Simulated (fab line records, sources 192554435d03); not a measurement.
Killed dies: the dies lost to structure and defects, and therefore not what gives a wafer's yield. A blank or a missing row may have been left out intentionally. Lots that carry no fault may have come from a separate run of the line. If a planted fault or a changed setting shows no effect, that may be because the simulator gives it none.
Matching of chambers || flow n5-finfet || N5_GATE_CUT_STRIP_59 on rie-diel-03: 4 sister chambers
The step strips in N2/H2, time 20 s. 20 wafers are shown with their chamber, then 10 later ones without.

WAFERS WITH THEIR CHAMBER
{"wafer": "L074.2", "chamber": 0, "drypump-motor-current-A (A)": 5.4, "throttle-valve-pct (%)": 12.41, "showerhead-plenum-p-Torr (Torr)": 3.39}
{"wafer": "L074.3", "chamber": 1, "drypump-motor-current-A (A)": 6.0, "throttle-valve-pct (%)": 12.71, "showerhead-plenum-p-Torr (Torr)": 3.20}
{"wafer": "L074.6", "chamber": 2, "drypump-motor-current-A (A)": 5.4, "throttle-valve-pct (%)": 12.30, "showerhead-plenum-p-Torr (Torr)": 3.38}
{"wafer": "L075.2", "chamber": 3, "drypump-motor-current-A (A)": 5.5, "throttle-valve-pct (%)": 12.54, "showerhead-plenum-p-Torr (Torr)": 3.36}
{"wafer": "L075.3", "chamber": 2, "drypump-motor-current-A (A)": 5.3, "throttle-valve-pct (%)": 12.30, "showerhead-plenum-p-Torr (Torr)": 3.37}
{"wafer": "L075.5", "chamber": 2, "drypump-motor-current-A (A)": 5.4, "throttle-valve-pct (%)": 12.31, "showerhead-plenum-p-Torr (Torr)": 3.38}
{"wafer": "L076.1", "chamber": 2, "drypump-motor-current-A (A)": 5.3, "throttle-valve-pct (%)": 12.32, "showerhead-plenum-p-Torr (Torr)": 3.37}
{"wafer": "L076.4", "chamber": 0, "drypump-motor-current-A (A)": 5.5, "throttle-valve-pct (%)": 12.43, "showerhead-plenum-p-Torr (Torr)": 3.39}
{"wafer": "L076.5", "chamber": 2, "drypump-motor-current-A (A)": 5.3, "throttle-valve-pct (%)": 12.33, "showerhead-plenum-p-Torr (Torr)": 3.37}
{"wafer": "L077.3", "chamber": 3, "drypump-motor-current-A (A)": 5.5, "throttle-valve-pct (%)": 12.56, "showerhead-plenum-p-Torr (Torr)": 3.35}
{"wafer": "L077.5", "chamber": 0, "drypump-motor-current-A (A)": 5.4, "throttle-valve-pct (%)": 12.42, "showerhead-plenum-p-Torr (Torr)": 3.39}
{"wafer": "L077.6", "chamber": 3, "drypump-motor-current-A (A)": 5.5, "throttle-valve-pct (%)": 12.55, "showerhead-plenum-p-Torr (Torr)": 3.35}
{"wafer": "L086.2", "chamber": 0, "drypump-motor-current-A (A)": 5.4, "throttle-valve-pct (%)": 12.47, "showerhead-plenum-p-Torr (Torr)": 3.38}
{"wafer": "L086.3", "chamber": 2, "drypump-motor-current-A (A)": 5.4, "throttle-valve-pct (%)": 12.34, "showerhead-plenum-p-Torr (Torr)": 3.36}
{"wafer": "L086.4", "chamber": 1, "drypump-motor-current-A (A)": 6.0, "throttle-valve-pct (%)": 12.75, "showerhead-plenum-p-Torr (Torr)": 3.19}
{"wafer": "L087.1", "chamber": 0, "drypump-motor-current-A (A)": 5.4, "throttle-valve-pct (%)": 12.47, "showerhead-plenum-p-Torr (Torr)": 3.38}
{"wafer": "L087.2", "chamber": 3, "drypump-motor-current-A (A)": 5.5, "throttle-valve-pct (%)": 12.60, "showerhead-plenum-p-Torr (Torr)": 3.34}
{"wafer": "L087.6", "chamber": 3, "drypump-motor-current-A (A)": 5.5, "throttle-valve-pct (%)": 12.58, "showerhead-plenum-p-Torr (Torr)": 3.34}
{"wafer": "L091.3", "chamber": 2, "drypump-motor-current-A (A)": 5.3, "throttle-valve-pct (%)": 12.39, "showerhead-plenum-p-Torr (Torr)": 3.36}
{"wafer": "L091.4", "chamber": 1, "drypump-motor-current-A (A)": 6.0, "throttle-valve-pct (%)": 12.14, "showerhead-plenum-p-Torr (Torr)": 3.59}

SIGNATURES (averages over the wafers above)
{"reading": "drypump-motor-current-A", "chamber 0": 5.420, "chamber 1": 6.000, "chamber 2": 5.343, "chamber 3": 5.500, "scatter within a chamber": 0.0396}
{"reading": "throttle-valve-pct", "chamber 0": 12.4400, "chamber 1": 12.5333, "chamber 2": 12.3271, "chamber 3": 12.5660, "scatter within a chamber": 0.124}
{"reading": "showerhead-plenum-p-Torr", "chamber 0": 3.3860, "chamber 1": 3.3267, "chamber 2": 3.3700, "chamber 3": 3.3480, "scatter within a chamber": 0.081}
Rule: a wafer's distance from a chamber is the root of the sum, over the readings, of the square of ((its reading less the chamber's mean) divided by the reading's scatter). The wafer belongs to the nearest chamber; if the next one is less than 2 further off, it can't be placed. The scatter is the square root of a quotient: the sum, over the shown wafers, of each reading's squared deviation from its chamber's mean, divided by wafers minus chambers.

WAFERS WHOSE CHAMBER IS MISSING
{"wafer": "L091.6", "drypump-motor-current-A (A)": 5.3, "throttle-valve-pct (%)": 12.39, "showerhead-plenum-p-Torr (Torr)": 3.36}
{"wafer": "L092.4", "drypump-motor-current-A (A)": 5.5, "throttle-valve-pct (%)": 12.61, "showerhead-plenum-p-Torr (Torr)": 3.34}
{"wafer": "L092.5", "drypump-motor-current-A (A)": 5.9, "throttle-valve-pct (%)": 12.16, "showerhead-plenum-p-Torr (Torr)": 3.59}
{"wafer": "L092.6", "drypump-motor-current-A (A)": 5.4, "throttle-valve-pct (%)": 12.49, "showerhead-plenum-p-Torr (Torr)": 3.37}
{"wafer": "L095.1", "drypump-motor-current-A (A)": 5.4, "throttle-valve-pct (%)": 12.43, "showerhead-plenum-p-Torr (Torr)": 3.35}
{"wafer": "L095.4", "drypump-motor-current-A (A)": 5.4, "throttle-valve-pct (%)": 12.52, "showerhead-plenum-p-Torr (Torr)": 3.37}
{"wafer": "L095.5", "drypump-motor-current-A (A)": 5.4, "throttle-valve-pct (%)": 12.49, "showerhead-plenum-p-Torr (Torr)": 3.37}
{"wafer": "L096.3", "drypump-motor-current-A (A)": 5.9, "throttle-valve-pct (%)": 12.15, "showerhead-plenum-p-Torr (Torr)": 3.58}
{"wafer": "L096.5", "drypump-motor-current-A (A)": 5.5, "throttle-valve-pct (%)": 12.64, "showerhead-plenum-p-Torr (Torr)": 3.33}
{"wafer": "L096.6", "drypump-motor-current-A (A)": 5.9, "throttle-valve-pct (%)": 12.17, "showerhead-plenum-p-Torr (Torr)": 3.59}

WHICH CHAMBER EACH ONE RAN IN
{"wafer": "L091.6", "from the rows above": "can't be placed: 2 or 0", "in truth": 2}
{"wafer": "L092.4", "from the rows above": 3, "in truth": 3}
{"wafer": "L092.5", "from the rows above": 1, "in truth": 1}
{"wafer": "L092.6", "from the rows above": "can't be placed: 0 or 2 or 3", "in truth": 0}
{"wafer": "L095.1", "from the rows above": "can't be placed: 0 or 2", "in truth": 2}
{"wafer": "L095.4", "from the rows above": "can't be placed: 0 or 2 or 3", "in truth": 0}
{"wafer": "L095.5", "from the rows above": "can't be placed: 0 or 2 or 3", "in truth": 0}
{"wafer": "L096.3", "from the rows above": 1, "in truth": 1}
{"wafer": "L096.5", "from the rows above": 3, "in truth": 3}
{"wafer": "L096.6", "from the rows above": 1, "in truth": 1}
5 of 10 placed correctly. Unplaceable from these rows: 5, with the true chamber sitting among the candidates in 5. Wrongly placed: 0.
